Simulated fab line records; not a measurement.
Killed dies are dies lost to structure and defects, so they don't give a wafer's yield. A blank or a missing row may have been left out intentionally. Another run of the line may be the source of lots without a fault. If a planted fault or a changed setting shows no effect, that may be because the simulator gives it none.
Matching of chambers :: flow n5_finfet :: uv_cure-02 running N5_BEOL_M11_CURE_71: 3 sister chambers
The step cures SiCOH lowk, time 240 s. 6 wafers are shown with their chamber, then 7 later ones without.

## EACH WAFER AND ITS CHAMBER
wafer: L179.3
chamber: 2
wafer_temp_C_max: 386.4
lamp_power_pct (%): 52.35

wafer: L179.6
chamber: 2
wafer_temp_C_max: 386.9
lamp_power_pct (%): 52.21

wafer: L189.5
chamber: 1
wafer_temp_C_max: 388.2
lamp_power_pct (%): 52.38

wafer: L189.6
chamber: 1
wafer_temp_C_max: 387.2
lamp_power_pct (%): 52.38

wafer: L195.3
chamber: 0
wafer_temp_C_max: 387.1
lamp_power_pct (%): 52.40

wafer: L195.5
chamber: 0
wafer_temp_C_max: 387.0
lamp_power_pct (%): 52.31

## WAFERS WITHOUT THEIR CHAMBER
wafer: L195.6
wafer_temp_C_max: 387.4
lamp_power_pct (%): 52.32

wafer: L194.1
wafer_temp_C_max: 386.0
lamp_power_pct (%): 52.36

wafer: L194.3
wafer_temp_C_max: 386.6
lamp_power_pct (%): 52.35

wafer: L194.5
wafer_temp_C_max: 387.3
lamp_power_pct (%): 52.33

wafer: L196.2
wafer_temp_C_max: 387.4
lamp_power_pct (%): 52.29

wafer: L196.4
wafer_temp_C_max: 387.4
lamp_power_pct (%): 52.24

wafer: L196.5
wafer_temp_C_max: 386.8
lamp_power_pct (%): 52.27

## WHICH CHAMBER EACH WENT THROUGH
wafer: L195.6
from the rows above: can't be placed: 0 or 1 or 2
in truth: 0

wafer: L194.1
from the rows above: can't be placed: 2 or 0 or 1
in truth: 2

wafer: L194.3
from the rows above: can't be placed: 0 or 2 or 1
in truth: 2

wafer: L194.5
from the rows above: can't be placed: 0 or 1 or 2
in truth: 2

wafer: L196.2
from the rows above: can't be placed: 0 or 1 or 2
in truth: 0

wafer: L196.4
from the rows above: can't be placed: 2 or 0 or 1
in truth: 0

wafer: L196.5
from the rows above: can't be placed: 2 or 0
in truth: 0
Placed correctly: 0 of 7. Unplaceable from these rows: 7, with the true chamber sitting among the candidates in 7. Placed wrongly: 0.
How it was worked out, from the rows above alone: a wafer's distance from a chamber is the root of the sum, over the readings, of the square of ((its reading less the chamber's mean) divided by the reading's scatter). If the next closest chamber is less than 2 further off than the closest, the wafer can't be placed; otherwise it belongs to the closest. A chamber's mean is the mean of its shown wafers. How the scatter is found: for the shown wafers, subtract from each reading the mean of its chamber, square and add these, divide the total by (wafers less chambers), then take the root.
